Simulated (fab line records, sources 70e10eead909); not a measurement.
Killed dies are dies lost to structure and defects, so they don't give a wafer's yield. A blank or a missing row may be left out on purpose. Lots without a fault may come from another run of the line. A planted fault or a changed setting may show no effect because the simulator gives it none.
Which tool did it? | flow nand_harc | 14 lots, 42 wafers sampled, at 5 steps of a route of 1159

WHAT THE GAUGES READ, wafer by wafer
NHARC_A_ONON_D1_THK_MEAS_14: measures by ellipsometry.
lot  | measured     | on            | thk_nm (nm)
L451 | day 7 15:05  | film_metro-02 | 1008 1010 1011
L454 | day 8 05:48  | film_metro-02 | 981 981 980
L455 | day 8 12:36  | film_metro-01 | 1002 1002 1002
L456 | day 8 23:25  | film_metro-01 | 997 996 997
L457 | day 8 23:23  | film_metro-02 | 993 992 991
L458 | day 9 11:53  | film_metro-02 | 994 994 995
L459 | day 9 11:40  | film_metro-01 | 1008 1010 1010
L460 | day 9 11:32  | film_metro-02 | 998 1000 1001
L462 | day 10 04:34 | film_metro-01 | 1004 1007 1005
L465 | day 10 21:14 | film_metro-01 | 1016 1018 1017
L467 | day 11 19:45 | film_metro-01 | 1011 681 681
L472 | day 12 15:26 | film_metro-01 | 1010 683 683
L473 | day 13 07:56 | film_metro-02 | 994 995 994
L474 | day 13 07:56 | film_metro-02 | 997 998 998

NHARC_END_SORT_01.
lot  | measured     | on        | killed_at_array | killed_at_other | killed_at_periphery | killed_dies | killed_open | killed_short
L467 | day 23 15:04 | prober-02 | 16 668 671      | 6 7 1           | 3 2 5               | 25 677 677  | 4 6 4       | 0 2 3
L472 | day 24 07:41 | prober-01 | 40 672 669      | 1 1 1           | 8 4 7               | 49 677 677  | 2 4 4       | 5 2 3

WHICH TOOL RAN EACH LOT (tool, then ch and the chambers of the sampled wafers, then the start)
lot  | NHARC_P_BONDPAD_DEGAS_25     | NHARC_P_BONDPAD_ACTIVATE_29        | NHARC_A_ONON_D1_DEP_12
L451 | pvd_sputter-02, day 6 11:03  | rie_diel-01 ch 1,2, day 6 12:46    | pecvd_onon-02 ch 0, day 7 14:34
L454 | pvd_sputter-02, day 7 01:16  | rie_diel-01 ch 0,2,3, day 7 03:14  | pecvd_onon-01 ch 0, day 8 05:23
L455 | pvd_sputter-01, day 7 06:16  | rie_diel-01 ch 1,2,3, day 7 08:09  | pecvd_onon-03 ch 0, day 8 12:05
L456 | pvd_sputter-02, day 7 19:04  | rie_diel-01 ch 1,2,3, day 7 20:49  | pecvd_onon-01 ch 0, day 8 23:01
L457 | pvd_sputter-02, day 7 21:10  | rie_diel-01 ch 1,2, day 7 22:50    | pecvd_onon-02 ch 0, day 8 22:52
L458 | pvd_sputter-01, day 8 07:36  | rie_diel-01 ch 1,2, day 8 09:16    | pecvd_onon-03 ch 0, day 9 11:22
L459 | pvd_sputter-03, day 8 08:43  | rie_diel-01 ch 1,3, day 8 10:24    | pecvd_onon-02 ch 0, day 9 11:10
L460 | pvd_sputter-03, day 8 09:32  | rie_diel-01 ch 0,3, day 8 11:59    | pecvd_onon-03 ch 0, day 9 11:04
L462 | pvd_sputter-03, day 9 02:04  | rie_diel-08 ch 0,1,3, day 9 03:48  | pecvd_onon-01 ch 0, day 10 04:03
L465 | pvd_sputter-02, day 9 12:30  | rie_diel-01 ch 1,2,3, day 9 14:30  | pecvd_onon-01 ch 0, day 10 20:46
L467 | pvd_sputter-01, day 10 15:39 | rie_diel-01 ch 0,1, day 10 17:20   | pecvd_onon-02 ch 0, day 11 19:18
L472 | pvd_sputter-03, day 11 11:12 | rie_diel-01 ch 0,1,2, day 11 12:54 | pecvd_onon-02 ch 0, day 12 15:02
L473 | pvd_sputter-01, day 12 01:01 | rie_diel-01 ch 1,2,3, day 12 02:42 | pecvd_onon-03 ch 0, day 13 07:25
L474 | pvd_sputter-03, day 12 01:55 | rie_diel-01 ch 0,1,2, day 12 03:39 | pecvd_onon-01 ch 0, day 13 07:26
- NHARC_P_BONDPAD_DEGAS_25: time 60 s.
- NHARC_P_BONDPAD_ACTIVATE_29: chemistry N2, time 60 s.
- NHARC_A_ONON_D1_DEP_12: target thk 1000 nm.

WHAT THE TOOLS THEMSELVES READ (means of the sampled wafers that have a number; where no wafer has one, the mark that the record gives instead)
NHARC_P_BONDPAD_DEGAS_25.
lot  | tool           | heater_power_w (W)
L451 | pvd_sputter-02 | 514
L454 | pvd_sputter-02 | 481
L455 | pvd_sputter-01 | 512
L456 | pvd_sputter-02 | 543
L457 | pvd_sputter-02 | 516
L458 | pvd_sputter-01 | 482
L459 | pvd_sputter-03 | 447
L460 | pvd_sputter-03 | 447
L462 | pvd_sputter-03 | 487
L465 | pvd_sputter-02 | 516
L467 | pvd_sputter-01 | 476
L472 | pvd_sputter-03 | 467
L473 | pvd_sputter-01 | 489
L474 | pvd_sputter-03 | 475

NHARC_P_BONDPAD_ACTIVATE_29.
lot  | tool        | drypump_motor_current_A (A) | oes_product_au (a.u.) | rf_vpp_V (V) | showerhead_plenum_p_Torr (Torr)
L451 | rie_diel-01 | 6.1                         | 1.011                 | 64.2         | 1.74
L454 | rie_diel-01 | 5.4                         | 0.993                 | 63.8         | 1.69
L455 | rie_diel-01 | 5.9                         | 1.004                 | 64.0         | 1.72
L456 | rie_diel-01 | 5.9                         | 1.001                 | 64.4         | 1.72
L457 | rie_diel-01 | 5.5                         | 1.002                 | 64.4         | 1.73
L458 | rie_diel-01 | 5.6                         | 1.005                 | 63.5         | 1.73
L459 | rie_diel-01 | 6.1                         | 1.000                 | 63.5         | 1.71
L460 | rie_diel-01 | 5.7                         | 0.993                 | 63.9         | 1.68
L462 | rie_diel-08 | 5.9                         | 0.993                 | 64.9         | 1.77
L465 | rie_diel-01 | 5.8                         | 1.003                 | 63.8         | 1.72
L467 | rie_diel-01 | 6.2                         | 1.007                 | 64.2         | 1.72
L472 | rie_diel-01 | 5.7                         | 1.000                 | 63.7         | 1.71
L473 | rie_diel-01 | 5.9                         | 1.002                 | 63.7         | 1.71
L474 | rie_diel-01 | 5.6                         | 1.006                 | 64.5         | 1.71

THE ANSWER, worked out from the rows above alone
Rule: what is usual is taken from the lots themselves. Put in order of their means at a reading, lots are off if they are a third of the lots or fewer, leave a main group of 4 or more, and stand apart from it by a gap of 3 or more times the standard deviation of the main group's means; of several such gaps the widest counts. A main group whose means are all the same, to the digits that the tables above print for the reading, isn't used. A lot without any number at a reading at which 4 lots or more have one is off too. The other lots that the step has rows for count as sound. The gauges are gone through in route order, then the tools' own readings, and for those a lot's mean is taken as printed above. The first step at which some lot is off is used, and at that step the reading that is off furthest; a lot without a number counts as furthest.
Off: L467, L472, at NHARC_A_ONON_D1_THK_MEAS_14 (thk_nm). The main group: mean 1000 nm, standard deviation 9.2.
A tool fits if, at a process step before that reading, it ran every lot that is off, and no sound lot after the first of them. The gauges at NHARC_A_ONON_D1_THK_MEAS_14 are tried like those tools. Can't be told from this: 2 tools fit, pecvd_onon-02 at NHARC_A_ONON_D1_DEP_12, film_metro-01 at NHARC_A_ONON_D1_THK_MEAS_14.

WHAT THE SIMULATOR HAD PUT IN
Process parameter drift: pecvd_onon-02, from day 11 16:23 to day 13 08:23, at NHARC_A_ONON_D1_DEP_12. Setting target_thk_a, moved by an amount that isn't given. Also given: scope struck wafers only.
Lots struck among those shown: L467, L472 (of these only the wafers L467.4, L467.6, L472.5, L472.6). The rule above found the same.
